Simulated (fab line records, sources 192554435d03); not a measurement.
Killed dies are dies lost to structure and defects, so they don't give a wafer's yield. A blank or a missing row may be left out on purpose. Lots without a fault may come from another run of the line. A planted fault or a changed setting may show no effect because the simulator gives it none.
One fault seen from 3 desks | flow n5_finfet | each desk has only its own numbers; what lay behind them comes last

THE DEFECT DESK
What the inspections along the route counted, lot by lot: means of the sampled wafers that have a number. A lot is out of limits, marked OUT, if its mean lies more than 4 standard deviations from the usual mean; the brackets give that distance.
Columns: A = raw_defect_count at N5_FIN_CUT_INSPECT_10, usual 38
lot  | first seen here | A
L556 | day 3 21:51     | 45
L557 | day 4 02:55     | 35
L563 | day 5 15:25     | 35
L566 | day 6 09:14     | 40
L570 | day 7 09:41     | 25
L571 | day 7 15:24     | 37
This desk's finding: nothing out of limits on any of the 6 lots.

THE METROLOGY DESK
What the gauges read, lot by lot, whatever tool the lot ran on: means of the sampled wafers that have a number. A lot is out of limits, marked OUT, if its mean lies more than 4 standard deviations from the usual mean; the brackets give that distance. Of its 11 readings 7 are shown: those that lie furthest out on some lot.
Columns: A = FIN_CUT_OVL at N5_FIN_CUT_OVL_MEAS_09, usual -0.5 nm; B = DIBL_N at N5_BEOL_M4_RC_MEAS_101, usual 36.0 mV/V; C = DIBL_P at N5_BEOL_M4_RC_MEAS_101, usual 36.1 mV/V; D = IOFF_N at N5_BEOL_M4_RC_MEAS_101, usual 0.153 nA/um; E = ION_N at N5_BEOL_M4_RC_MEAS_101, usual 673 uA/um; F = SS_N at N5_BEOL_M4_RC_MEAS_101, usual 71.5 mV/dec; G = VT_P at N5_BEOL_M4_RC_MEAS_101, usual -250.2 mV
lot  | first seen here | A    | B    | C    | D     | E   | F    | G
L556 | day 3 21:47     | -0.7 | 35.2 | 36.0 | 0.149 | 678 | 71.3 | -249.9
L557 | day 4 02:52     | -0.7 | 36.9 | 37.6 | 0.173 | 678 | 71.5 | -247.8
L563 | day 5 15:22     | -1.0 | 34.8 | 34.9 | 0.144 | 674 | 71.4 | -248.3
L566 | day 6 09:11     | -0.5 | 35.2 | 36.1 | 0.147 | 668 | 71.2 | -252.9
L570 | day 7 09:38     | 0.8  | 34.5 | 35.6 | 0.134 | 664 | 71.0 | -253.5
L571 | day 7 15:20     | -0.8 | 37.3 | 37.0 | 0.177 | 676 | 72.2 | -251.0
This desk's finding: nothing out of limits on any of the 6 lots.

THE TOOL OWNER'S DESK: rie_si-02
The tool's own readings at N5_FIN_CUT_CUT_ETCH_15 (etches Si in HBr/Cl2/O2, target depth 100 nm, bt time 10 s, time 42.4 s): means of the sampled wafers that have a number, for each lot that ran on this tool. A lot is out of limits, marked OUT, if its mean lies more than 4 standard deviations from the usual mean; the brackets give that distance.
Columns: A = drypump_motor_current_A at N5_FIN_CUT_CUT_ETCH_15, usual 5.7 A; B = oes_product_au at N5_FIN_CUT_CUT_ETCH_15, usual 0.998 a.u.; C = throttle_valve_pct at N5_FIN_CUT_CUT_ETCH_15, usual 37.12 %
lot  | first seen here | A   | B     | C
L556 | day 3 22:36     | 5.9 | 0.992 | 37.24
L557 | day 4 03:43     | 5.5 | 0.988 | 37.32
L563 | day 5 16:05     | 5.8 | 1.006 | 37.29
L566 | day 6 09:55     | 6.1 | 1.004 | 37.24
This desk's finding: nothing out of limits on any of the 4 lots.

PUT TOGETHER
The defect desk saw nothing out of limits.
The metrology desk saw nothing out of limits.
The tool owner's desk saw nothing out of limits.

WHAT THE SIMULATOR HAD PUT IN
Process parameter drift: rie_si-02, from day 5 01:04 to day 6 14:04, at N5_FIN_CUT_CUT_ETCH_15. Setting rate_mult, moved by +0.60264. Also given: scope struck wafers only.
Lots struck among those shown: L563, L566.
